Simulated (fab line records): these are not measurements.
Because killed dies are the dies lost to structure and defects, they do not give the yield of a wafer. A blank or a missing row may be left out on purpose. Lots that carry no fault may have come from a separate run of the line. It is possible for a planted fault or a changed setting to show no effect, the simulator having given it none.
Chamber matching / flow nandHarc / NHARC_A_CONTACT_ETCH_90 on rieDiel-11 has 4 sister chambers
The step etches the open film in CH3F/O2, target depth 40 nm, time 85.7 s. 14 wafers are shown with their chamber, then 6 later ones without.

== WAFERS PAIRED WITH THEIR CHAMBERS ==
wafer=L107.2; chamber=0; showerheadPlenumPTorr (Torr)=2.52; runLengthS (s)=106.8; rfVppV (V)=245.9
wafer=L107.3; chamber=1; showerheadPlenumPTorr (Torr)=2.66; runLengthS (s)=107.0; rfVppV (V)=247.8
wafer=L107.6; chamber=2; showerheadPlenumPTorr (Torr)=2.53; runLengthS (s)=107.6; rfVppV (V)=245.5
wafer=L106.2; chamber=1; showerheadPlenumPTorr (Torr)=2.66; runLengthS (s)=107.0; rfVppV (V)=247.7
wafer=L106.4; chamber=0; showerheadPlenumPTorr (Torr)=2.52; runLengthS (s)=107.1; rfVppV (V)=246.1
wafer=L106.6; chamber=2; showerheadPlenumPTorr (Torr)=2.53; runLengthS (s)=107.0; rfVppV (V)=246.8
wafer=L105.1; chamber=2; showerheadPlenumPTorr (Torr)=2.53; runLengthS (s)=107.2; rfVppV (V)=245.0
wafer=L105.2; chamber=1; showerheadPlenumPTorr (Torr)=2.66; runLengthS (s)=106.9; rfVppV (V)=246.3
wafer=L105.3; chamber=3; showerheadPlenumPTorr (Torr)=2.66; runLengthS (s)=106.2; rfVppV (V)=247.1
wafer=L116.3; chamber=2; showerheadPlenumPTorr (Torr)=2.53; runLengthS (s)=107.6; rfVppV (V)=245.6
wafer=L116.4; chamber=1; showerheadPlenumPTorr (Torr)=2.65; runLengthS (s)=106.8; rfVppV (V)=246.0
wafer=L121.1; chamber=1; showerheadPlenumPTorr (Torr)=2.65; runLengthS (s)=107.3; rfVppV (V)=247.5
wafer=L121.3; chamber=3; showerheadPlenumPTorr (Torr)=2.65; runLengthS (s)=106.1; rfVppV (V)=246.8
wafer=L121.4; chamber=2; showerheadPlenumPTorr (Torr)=2.52; runLengthS (s)=107.2; rfVppV (V)=244.9

SIGNATURES (averages over the wafers above)
reading=showerheadPlenumPTorr; chamber 0=2.5200; chamber 1=2.6560; chamber 2=2.5280; chamber 3=2.6550; scatter within a chamber=0.005
reading=runLengthS; chamber 0=106.950; chamber 1=107.000; chamber 2=107.320; chamber 3=106.150; scatter within a chamber=0.219
reading=rfVppV; chamber 0=246.000; chamber 1=247.060; chamber 2=245.560; chamber 3=246.950; scatter within a chamber=0.722
Rule: a wafer lies at a distance from a chamber equal to the root of the sum of squares, over the readings, of (its reading less the chamber's mean, divided by the reading's scatter). The wafer belongs to the nearest chamber; if the next one is less than 2 further off, it can't be placed. The scatter is the square root of a quotient: the sum, over the shown wafers, of each reading's squared deviation from its chamber's mean, divided by wafers minus chambers.

== WAFERS WITHOUT THEIR CHAMBER ==
wafer=L123.1; showerheadPlenumPTorr (Torr)=2.51; runLengthS (s)=107.4; rfVppV (V)=244.9
wafer=L123.2; showerheadPlenumPTorr (Torr)=2.52; runLengthS (s)=107.1; rfVppV (V)=245.9
wafer=L123.4; showerheadPlenumPTorr (Torr)=2.64; runLengthS (s)=106.8; rfVppV (V)=246.9
wafer=L128.2; showerheadPlenumPTorr (Torr)=2.51; runLengthS (s)=107.2; rfVppV (V)=244.7
wafer=L128.3; showerheadPlenumPTorr (Torr)=2.64; runLengthS (s)=106.3; rfVppV (V)=247.3
wafer=L128.4; showerheadPlenumPTorr (Torr)=2.64; runLengthS (s)=107.1; rfVppV (V)=246.8

== WHICH CHAMBER EACH ONE RAN IN ==
wafer=L123.1; from the rows above=can't be placed: 0 or 2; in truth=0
wafer=L123.2; from the rows above=can't be placed: 0 or 2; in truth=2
wafer=L123.4; from the rows above=can't be placed: 1 or 3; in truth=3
wafer=L128.2; from the rows above=can't be placed: 0 or 2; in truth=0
wafer=L128.3; from the rows above=can't be placed: 3 or 1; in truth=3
wafer=L128.4; from the rows above=1; in truth=1
1 of 6 placed correctly. Unplaceable from these rows: 5, with the true chamber sitting among the candidates in 5. 0 placed wrongly.
